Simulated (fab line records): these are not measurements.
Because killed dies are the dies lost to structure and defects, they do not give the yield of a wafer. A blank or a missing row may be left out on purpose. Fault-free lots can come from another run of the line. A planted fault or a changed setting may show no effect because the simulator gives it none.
Which of the tools did it? | flow n5-finfet | 8 lots, 24 wafers sampled, at 6 steps of a route of 1938

WHAT EACH GAUGE READ, for each wafer
N5_BEOL_M2_OCD_MEAS_38. Usual: trench-depth-nm 55.5 nm, standard deviation 1.3.
lot  | measured     | on     | trench-depth-nm (nm) | flag
L308 | day 7 04:50  | ocd-01 | 57.2 57.5 54.7       |
L315 | day 8 20:17  | ocd-01 | 52.1 52.6 53.2       |
L316 | day 8 23:01  | ocd-01 | 52.3 50.5 53.2       |
L325 | day 11 06:42 | ocd-02 | 56.5 53.9 53.4       |
L326 | day 11 20:44 | ocd-01 | 56.2 56.8 56.8       |
L330 | day 12 14:17 | ocd-01 | 55.6 56.2 53.1       |
L328 | day 12 18:14 | ocd-02 | 56.6 53.9 57.3       |
L329 | day 12 19:03 | ocd-01 | 57.1 57.0 55.1       |

N5_BEOL_M4_RC_MEAS_101. Usual: DIBL_N 36.6 mV/V, standard deviation 1.7; DIBL_P 36.7 mV/V, standard deviation 2; IOFF_N 0.16 nA/um, standard deviation 0.033; IOFF_P 0.22 nA/um, standard deviation 0.04; ION_N 673 uA/um, standard deviation 12; ION_P 463 uA/um, standard deviation 7.9; SS_N 71.7 mV/dec, standard deviation 0.58; SS_P 73.3 mV/dec, standard deviation 0.64; VT_N 249 mV, standard deviation 3.3; VT_P -249 mV, standard deviation 3.1.
lot  | measured     | on        | DIBL_N (mV/V)  | DIBL_P (mV/V)  | IOFF_N (nA/um) | IOFF_P (nA/um) | ION_N (uA/um) | ION_P (uA/um) | SS_N (mV/dec)  | SS_P (mV/dec)  | VT_N (mV)   | VT_P (mV)      | flag
L308 | day 8 03:02  | prober-02 | 39.0 37.3 38.0 | 40.0 39.0 39.8 | 0.23 0.19 0.19 | 0.25 0.22 0.24 | 693 677 676   | 466 451 458   | 72.3 72.1 71.5 | 74.5 74.1 74.3 | 244 246 248 | -248 -251 -249 |
L315 | day 9 20:04  | prober-02 | 37.1 38.8 38.6 | 36.4 38.9 37.4 | 0.16 0.21 0.19 | 0.18 0.21 0.19 | 672 690 672   | 451 458 454   | 71.4 71.8 72.3 | 73.4 74.2 73.7 | 251 243 247 | -255 -251 -252 |
L316 | day 9 21:56  | prober-01 | 35.5 36.9 35.2 | 37.7 39.4 37.0 | 0.17 0.21 0.16 | 0.23 0.26 0.21 | 672 680 663   | 464 467 460   | 71.2 71.8 72.0 | 73.7 74.4 73.6 | 247 240 249 | -251 -249 -250 |
L325 | day 12 18:20 | prober-02 | 34.3 34.9 35.1 | 35.1 35.1 35.3 | 0.12 0.13 0.13 | 0.18 0.18 0.19 | 663 658 661   | 460 455 461   | 70.5 70.7 71.6 | 72.7 72.0 73.0 | 253 251 254 | -251 -254 -252 |
L326 | day 13 08:50 | prober-01 | 37.4 34.4 35.0 | 37.5 34.5 34.6 | 0.17 0.12 0.13 | 0.25 0.20 0.21 | 671 677 672   | 462 468 463   | 71.8 71.2 71.5 | 73.2 72.4 72.7 | 251 253 251 | -248 -249 -251 |
L330 | day 13 20:07 | prober-01 | 35.2 35.2 35.2 | 34.2 34.8 34.8 | 0.14 0.14 0.14 | 0.21 0.22 0.22 | 664 677 667   | 461 471 464   | 71.9 72.0 71.6 | 72.5 72.5 72.4 | 250 251 250 | -246 -248 -246 |
L328 | day 13 23:58 | prober-02 | 38.8 39.8 38.0 | 39.4 39.9 37.9 | 0.23 0.24 0.19 | 0.33 0.33 0.29 | 705 710 676   | 492 487 473   | 72.3 71.7 71.3 | 74.1 73.6 73.4 | 243 243 247 | -241 -240 -245 |
L329 | day 14 01:58 | prober-02 | 36.0 36.1 35.2 | 37.2 37.1 37.1 | 0.16 0.16 0.15 | 0.20 0.21 0.21 | 664 664 675   | 458 455 465   | 71.9 71.8 71.7 | 73.5 73.3 73.1 | 247 251 250 | -250 -250 -249 |

EACH LOT AND THE TOOL THAT RAN IT (in order: tool; ch and the chambers of the sampled wafers; start)
lot  | N5_BEOL_M2_ETCH_64                 | N5_BEOL_M2_ETCH_77                 | N5_BEOL_M2_TRENCH_ETCH_37          | N5_BEOL_M2_ALD_84
L308 | rie-diel-03 ch 0,1,2, day 7 01:47  | rie-diel-05 ch 0,1,2, day 7 02:47  | rie-diel-03 ch 1,2,3, day 7 04:41  | ald-metal-04 ch 1,2,3, day 7 05:32
L315 | rie-diel-04 ch 0,1,3, day 8 12:31  | rie-diel-04 ch 1,2,3, day 8 13:30  | rie-diel-03 ch 0,1,3, day 8 20:08  | ald-metal-04 ch 0,2, day 8 20:56
L316 | rie-diel-03 ch 0,1,2, day 8 17:38  | rie-diel-03 ch 0,2,3, day 8 18:53  | rie-diel-03 ch 2,3, day 8 22:51    | ald-metal-03 ch 0,2, day 8 23:35
L325 | rie-diel-04 ch 2,3, day 10 23:43   | rie-diel-03 ch 1,2,3, day 11 00:32 | rie-diel-05 ch 1,2,3, day 11 06:32 | ald-metal-04 ch 0,3, day 11 07:05
L326 | rie-diel-03 ch 0,2,3, day 11 07:43 | rie-diel-04 ch 0,2,3, day 11 08:40 | rie-diel-03 ch 1,3, day 11 20:35   | ald-metal-04 ch 1,2,3, day 11 21:05
L330 | rie-diel-05 ch 0,1,2, day 12 11:33 | rie-diel-04 ch 0,1,3, day 12 12:34 | rie-diel-04 ch 0,1,3, day 12 14:08 | ald-metal-01 ch 1,2,3, day 12 14:49
L328 | rie-diel-04 ch 0,1,3, day 12 11:35 | rie-diel-04 ch 0,1,3, day 12 12:46 | rie-diel-05 ch 0,1, day 12 18:05   | ald-metal-04 ch 1,2, day 12 18:58
L329 | rie-diel-04 ch 0,1, day 12 12:23   | rie-diel-04 ch 0,1, day 12 14:32   | rie-diel-03 ch 0,1,2, day 12 18:54 | ald-metal-04 ch 1,2,3, day 12 19:37
- N5_BEOL_M2_ETCH_64: etches SOC in N2/H2, target depth 75 nm, overetch 22.5 nm, time 121.9 s.
- N5_BEOL_M2_ETCH_77: etches underlayer in N2/H2, target depth 6.5 nm, time 5.2 s.
- N5_BEOL_M2_TRENCH_ETCH_37: etches SiOC in C4F6/O2, target depth 55.555 nm, time 29.2 s.
- N5_BEOL_M2_ALD_84: deposits TaN, pulse time 2 s, purge time 3 s, co reactant purge time 2 s.

AS READ BY THE TOOLS THEMSELVES (means over the sampled wafers that have a number; for cases with no such wafer, the mark the record gives instead)
N5_BEOL_M2_ETCH_64. Usual: drypump-motor-current-A is 6.0 A with standard deviation 0.45, n2-flow-sccm is 200.1 sccm with standard deviation 0.65, oes-product-au is 0.58 a.u. with standard deviation 0.063, rf-fwd-power-W is 836.3 W with standard deviation 2.5, rf-vpp-V is 523.7 V with standard deviation 2.2, showerhead-plenum-p-Torr is 2.54 Torr with standard deviation 0.072, and throttle-valve-pct is 17.80 % with standard deviation 0.3.
lot  | tool        | drypump-motor-current-A (A) | n2-flow-sccm (sccm) | oes-product-au (a.u.) | rf-fwd-power-W (W) | rf-vpp-V (V) | showerhead-plenum-p-Torr (Torr) | throttle-valve-pct (%) | flag
L308 | rie-diel-03 | 6.0                         | 199.9               | 0.59                  | 839.0              | 523.3        | 2.54                            | 17.89                  |
L315 | rie-diel-04 | 6.3                         | 200.6               | 0.56                  | 835.0              | 525.0        | 2.56                            | 17.61                  |
L316 | rie-diel-03 | 6.0                         | 199.9               | 0.58                  | 834.6              | 524.5        | 2.53                            | 17.91                  |
L325 | rie-diel-04 | 6.2                         | 200.4               | 0.56                  | 839.7              | 521.5        | 2.46                            | 17.84                  |
L326 | rie-diel-03 | 5.6                         | 200.3               | 0.57                  | 836.0              | 522.8        | 2.53                            | 18.04                  |
L330 | rie-diel-05 | 5.6                         | 199.8               | 0.65                  | 836.0              | 527.1        | 2.65                            | 17.63                  |
L328 | rie-diel-04 | 6.3                         | 200.2               | 0.61                  | 835.0              | 524.7        | 2.55                            | 17.54                  |
L329 | rie-diel-04 | 6.3                         | 200.2               | 0.65                  | 834.7              | 525.8        | 2.61                            | 17.40                  |

N5_BEOL_M2_ETCH_77. Usual: drypump-motor-current-A 6.0 A, standard deviation 0.41; etch-rf-on-time-s 5.24 s, standard deviation 0.11; n2-flow-sccm 199.9 sccm, standard deviation 0.55; oes-product-au 0.63 a.u., standard deviation 0.068; rf-fwd-power-W 819.6 W, standard deviation 2.7; rf-vpp-V 523.5 V, standard deviation 2.5; showerhead-plenum-p-Torr 2.53 Torr, standard deviation 0.08; throttle-valve-pct 17.79 %, standard deviation 0.25.
lot  | tool        | drypump-motor-current-A (A) | etch-rf-on-time-s (s) | n2-flow-sccm (sccm) | oes-product-au (a.u.) | rf-fwd-power-W (W) | rf-vpp-V (V) | showerhead-plenum-p-Torr (Torr) | throttle-valve-pct (%) | flag
L308 | rie-diel-05 | 5.6                         | 5.31                  | 200.3               | 0.60                  | 821.7              | 520.3        | 2.45                            | 17.88                  |
L315 | rie-diel-04 | 6.2                         | 5.21                  | 200.0               | 0.62                  | 820.2              | 523.5        | 2.53                            | 17.85                  |
L316 | rie-diel-03 | 5.6                         | 5.22                  | 199.5               | 0.66                  | 820.3              | 524.0        | 2.54                            | 18.03                  |
L325 | rie-diel-03 | 6.0                         | 5.10                  | 199.7               | 0.68                  | 818.1              | 523.8        | 2.52                            | 17.98                  |
L326 | rie-diel-04 | 6.4                         | 5.27                  | 200.0               | 0.60                  | 819.5              | 521.8        | 2.52                            | 17.87                  |
L330 | rie-diel-04 | 6.3                         | 5.21                  | 199.9               | 0.67                  | 820.0              | 524.1        | 2.55                            | 17.58                  |
L328 | rie-diel-04 | 6.3                         | 5.30                  | 199.7               | 0.68                  | 820.7              | 524.2        | 2.55                            | 17.60                  |
L329 | rie-diel-04 | 6.4                         | 5.28                  | 200.4               | 0.65                  | 817.8              | 525.3        | 2.61                            | 17.56                  |

N5_BEOL_M2_TRENCH_ETCH_37. Usual: drypump-motor-current-A is 5.9 A with standard deviation 0.47, mfc-ar-sccm is 300.0 sccm with standard deviation 0.85, oes-product-au is 0.77 a.u. with standard deviation 0.098, rf-fwd-power-W is 349.2 W with standard deviation 1.6, rf-vpp-V is 661 V with standard deviation 11, showerhead-plenum-p-Torr is 2.84 Torr with standard deviation 0.08, and throttle-valve-pct is 20.81 % with standard deviation 0.27.
lot  | tool        | drypump-motor-current-A (A) | mfc-ar-sccm (sccm) | oes-product-au (a.u.) | rf-fwd-power-W (W) | rf-vpp-V (V) | showerhead-plenum-p-Torr (Torr) | throttle-valve-pct (%) | flag
L308 | rie-diel-03 | 6.0                         | 299.1              | 0.84                  | 350.1              | 665          | 2.85                            | 20.95                  |
L315 | rie-diel-03 | 5.8                         | 299.2              | 0.79                  | 285.2              | 734          | 2.81                            | 20.80                  | OFF
L316 | rie-diel-03 | 5.7                         | 299.8              | 0.79                  | 285.9              | 742          | 2.84                            | 21.08                  | OFF
L325 | rie-diel-05 | 5.7                         | 299.5              | 0.78                  | 348.5              | 651          | 2.91                            | 20.66                  |
L326 | rie-diel-03 | 5.9                         | 299.8              | 0.85                  | 348.9              | 665          | 2.78                            | 20.85                  |
L330 | rie-diel-04 | 6.3                         | 300.1              | 0.80                  | 349.1              | 673          | 2.85                            | 20.56                  |
L328 | rie-diel-05 | 5.6                         | 299.1              | 0.87                  | 350.5              | 652          | 2.94                            | 20.42                  |
L329 | rie-diel-03 | 6.0                         | 300.7              | 0.84                  | 347.8              | 661          | 2.84                            | 20.91                  |

N5_BEOL_M2_ALD_84. Usual: heater-power-w 407 W, standard deviation 36; precursor-vessel-temp-c 75.01 C, standard deviation 0.13.
lot  | tool         | heater-power-w (W) | precursor-vessel-temp-c (C) | flag
L308 | ald-metal-04 | 390                | 74.83                       |
L315 | ald-metal-04 | 379                | 75.05                       |
L316 | ald-metal-03 | 403                | 75.04                       |
L325 | ald-metal-04 | 422                | 74.88                       |
L326 | ald-metal-04 | 376                | 75.05                       |
L330 | ald-metal-01 | 424                | 75.04                       |
L328 | ald-metal-04 | 371                | 74.82                       |
L329 | ald-metal-04 | 377                | 74.96                       |

THE ANSWER, worked out from the rows above alone
Rule: a lot counts as off when the mean over its wafers that have a number is more than 3 standard deviations away from the usual mean. A lot without any number at a reading at which 4 lots or more have one is off too. All remaining lots with rows at the step are treated as sound. First the gauges in route order, then the tools' own readings, where a lot's mean is used as printed above. At the first step where some lot is off, the reading lying furthest off is the one used; lots without a number count as furthest.
Off, at N5_BEOL_M2_TRENCH_ETCH_37 on rf-fwd-power-W: L315, L316.
A tool fits if, at that step or a process step before it, it ran every lot that is off, and no sound lot after the first of them. None of those tried fits.

WHAT HAD BEEN PUT IN BY THE SIMULATOR
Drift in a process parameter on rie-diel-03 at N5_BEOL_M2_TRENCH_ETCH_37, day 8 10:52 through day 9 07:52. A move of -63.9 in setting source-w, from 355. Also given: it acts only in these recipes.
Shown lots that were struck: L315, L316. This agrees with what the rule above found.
